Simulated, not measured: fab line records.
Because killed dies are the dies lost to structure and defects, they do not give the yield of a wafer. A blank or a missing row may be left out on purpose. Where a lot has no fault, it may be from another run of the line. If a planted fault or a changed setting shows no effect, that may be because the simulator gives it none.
Chamber matching | flow n5_finfet | N5_BEOL_M5_DEP_56 on pecvd-04 has 3 sister chambers
The step deposits SiCN from 3MS/NH3, target thk 8 nm, time 14 s. 6 wafers are shown with their chamber, then 7 later ones without.

== WAFERS, EACH WITH ITS CHAMBER ==
wafer  | chamber | throttle_valve_pct (%) | showerhead_plenum_p_Torr (Torr)
L086.4 | 1       | 8.7                    | 3.655
L092.1 | 1       | 9.0                    | 3.639
L092.4 | 2       | 8.8                    | 3.653
L092.5 | 0       | 8.5                    | 3.664
L093.2 | 0       | 8.5                    | 3.667
L093.3 | 2       | 8.8                    | 3.659

== WAFERS WHOSE CHAMBER IS MISSING ==
wafer  | throttle_valve_pct (%) | showerhead_plenum_p_Torr (Torr)
L093.6 | 8.9                    | 3.657
L097.2 | 9.0                    | 3.649
L097.3 | 8.3                    | 3.663
L097.5 | 8.8                    | 3.650
L095.1 | 8.4                    | 3.673
L095.3 | 8.7                    | 3.650
L095.5 | 8.7                    | 3.655

== CHAMBER TAKEN BY EACH ==
wafer  | from the rows above          | in truth
L093.6 | can't be placed: 2 or 1      | 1
L097.2 | can't be placed: 1 or 2      | 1
L097.3 | 0                            | 0
L097.5 | can't be placed: 1 or 2      | 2
L095.1 | 0                            | 0
L095.3 | can't be placed: 2 or 1 or 0 | 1
L095.5 | can't be placed: 2 or 1 or 0 | 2
Placed correctly: 2 of 7. Can't be placed from these rows: 5 (the true chamber is among the candidates in 5). Wrongly placed: 0.
How it was worked out, from the rows above alone: a wafer's distance from a chamber is the root of the sum, over the readings, of the square of ((its reading less the chamber's mean) divided by the reading's scatter). If the next closest chamber is less than 2 further off than the closest, the wafer can't be placed; otherwise it belongs to the closest. The mean given for a chamber averages the wafers shown for that chamber. The scatter: take each reading less its chamber's mean, square it, sum over the shown wafers, divide by the number of wafers less the number of chambers, and take the root.
